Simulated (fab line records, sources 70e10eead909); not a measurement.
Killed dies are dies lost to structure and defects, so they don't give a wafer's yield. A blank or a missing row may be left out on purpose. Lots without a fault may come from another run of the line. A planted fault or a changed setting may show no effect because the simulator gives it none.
Which tool did it? | flow nand_harc | 11 lots, 33 wafers sampled, at 4 steps of a route of 1302

WHAT THE GAUGES READ, wafer by wafer
NHARC_END_WLT_00.
lot  | measured     | on        | VT_DECK1_BOTTOM
L794 | day 24 09:07 | prober-02 | 0.860 0.863 0.867
L795 | day 24 15:50 | prober-02 | 0.861 0.863 0.864
L798 | day 26 02:13 | prober-02 | 0.870 0.868 0.881
L802 | day 27 03:37 | prober-02 | 0.868 0.870 0.871
L803 | day 27 17:30 | prober-02 | 0.867 0.877 0.873
L805 | day 28 13:39 | prober-02 | 0.867 0.879 0.874
L808 | day 30 06:08 | prober-01 | 0.869 0.871 0.882
L813 | day 31 17:43 | prober-01 | 0.879 0.877 0.876
L815 | day 33 07:47 | prober-02 | 0.879 0.885 0.882
L817 | day 34 09:20 | prober-02 | 0.880 0.886 0.882
L816 | day 35 05:08 | prober-01 | 0.870 0.865 0.869

WHICH TOOL RAN EACH LOT (tool, then ch and the chambers of the sampled wafers, then the start)
lot  | NHARC_A_CONTACT_ETCH_115             | NHARC_THIN_TSV_DEP_47           | NHARC_THIN_TSV_STRIP_56
L794 | har_cap_etch-02 ch 0,1, day 21 18:25 | pecvd-01 ch 0,1,2, day 23 21:41 | plasma_asher-01 ch 0,1, day 24 02:23
L795 | har_cap_etch-03 ch 0,1, day 21 23:48 | pecvd-02 ch 1,2, day 24 05:16   | plasma_asher-02 ch 0, day 24 09:59
L798 | har_cap_etch-03 ch 0,1, day 23 08:28 | pecvd-03 ch 0,1, day 25 16:57   | plasma_asher-01 ch 0,1, day 25 21:43
L802 | har_cap_etch-02 ch 0,1, day 24 12:41 | pecvd-03 ch 0,1, day 26 17:22   | plasma_asher-01 ch 0, day 26 22:07
L803 | har_cap_etch-02 ch 0,1, day 25 02:53 | pecvd-02 ch 0,1, day 27 07:31   | plasma_asher-01 ch 0, day 27 12:03
L805 | har_cap_etch-02 ch 0,1, day 25 17:42 | pecvd-01 ch 0,1,2, day 28 04:51 | plasma_asher-01 ch 0,1, day 28 09:34
L808 | har_cap_etch-02 ch 0,1, day 27 15:05 | pecvd-01 ch 1,2, day 29 20:47   | plasma_asher-02 ch 1, day 30 01:53
L813 | har_cap_etch-02 ch 0,1, day 29 01:17 | pecvd-01 ch 1,2, day 31 09:08   | plasma_asher-02 ch 0,1, day 31 14:14
L815 | har_cap_etch-03 ch 0,1, day 30 11:19 | pecvd-02 ch 0,1,2, day 32 21:14 | plasma_asher-01 ch 0, day 33 01:51
L817 | har_cap_etch-03 ch 0,1, day 31 04:25 | pecvd-02 ch 1,2, day 33 22:38   | plasma_asher-01 ch 0,1, day 34 03:23
L816 | har_cap_etch-01 ch 0,1, day 32 01:03 | pecvd-03 ch 0,1,2, day 34 17:20 | plasma_asher-02 ch 0,1, day 34 22:02
- NHARC_A_CONTACT_ETCH_115: etches the open film in C4F8/O2/Ar, time 190 s, target depth 1850 nm.
- NHARC_THIN_TSV_DEP_47: deposits SiO2, target thk 200 nm.
- NHARC_THIN_TSV_STRIP_56: strips in O2.

THE ANSWER, worked out from the rows above alone
Rule: what is usual is taken from the lots themselves. Put in order of their means at a reading, lots are off if they are a third of the lots or fewer, leave a main group of 4 or more, and stand apart from it by a gap of 3 or more times the standard deviation of the main group's means; of several such gaps the widest counts. A main group whose means are all the same, to the digits that the tables above print for the reading, isn't used. A lot without any number at a reading at which 4 lots or more have one is off too. The other lots that the step has rows for count as sound.
No lot is off at any reading shown: from this, nothing can be told.

WHAT THE SIMULATOR HAD PUT IN
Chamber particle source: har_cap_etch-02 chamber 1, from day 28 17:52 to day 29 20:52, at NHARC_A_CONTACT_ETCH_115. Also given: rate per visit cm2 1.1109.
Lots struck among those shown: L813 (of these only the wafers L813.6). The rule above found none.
